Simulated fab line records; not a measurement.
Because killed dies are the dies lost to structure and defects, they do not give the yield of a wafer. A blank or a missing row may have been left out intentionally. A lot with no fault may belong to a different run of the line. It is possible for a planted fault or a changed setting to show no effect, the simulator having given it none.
Matching of chambers -- flow n5 finfet -- N5_BEOL_M0_SAQP_PECVD_96 on pecvd-03 has 3 sister chambers
The step deposits a-Si from SiH4/He, target thk 45 nm, time 45.2 s. 3 wafers are shown with their chamber, then 10 later ones without.

== WAFERS PAIRED WITH THEIR CHAMBERS ==
wafer,chamber,throttle valve pct (%)
L087.4,0,19.3
L089.1,1,19.5
L089.3,2,16.5

== WAFERS MISSING THEIR CHAMBER ==
wafer,throttle valve pct (%)
L089.6,19.4
L090.2,19.2
L090.4,19.1
L090.5,16.5
L094.1,19.2
L094.2,19.5
L094.5,19.6
L096.1,19.2
L096.4,16.6
L096.5,19.1

== EACH ONE'S CHAMBER ==
wafer,from the rows above,in truth
L089.6,can't be placed: 0 or 1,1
L090.2,can't be placed: 0 or 1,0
L090.4,can't be placed: 0 or 1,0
L090.5,2,2
L094.1,can't be placed: 0 or 1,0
L094.2,can't be placed: 1 or 0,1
L094.5,can't be placed: 1 or 0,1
L096.1,can't be placed: 0 or 1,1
L096.4,2,2
L096.5,can't be placed: 0 or 1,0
Placed correctly: 2 of 10. Cannot be placed on the basis of these rows: 8; the candidates contain the true chamber in 8. Placed wrongly: 0.
How it was worked out, from the rows above alone: a wafer's distance from a chamber is the root of the sum, over the readings, of the square of ((its reading less the chamber's mean) divided by the reading's scatter). The wafer belongs to the nearest chamber; if the next one is less than 2 further off, it can't be placed. A chamber's mean is the mean of its shown wafers. The scatter: with one shown wafer a chamber, the root of the mean of the squares of how far each hidden wafer lies from its nearest shown one.
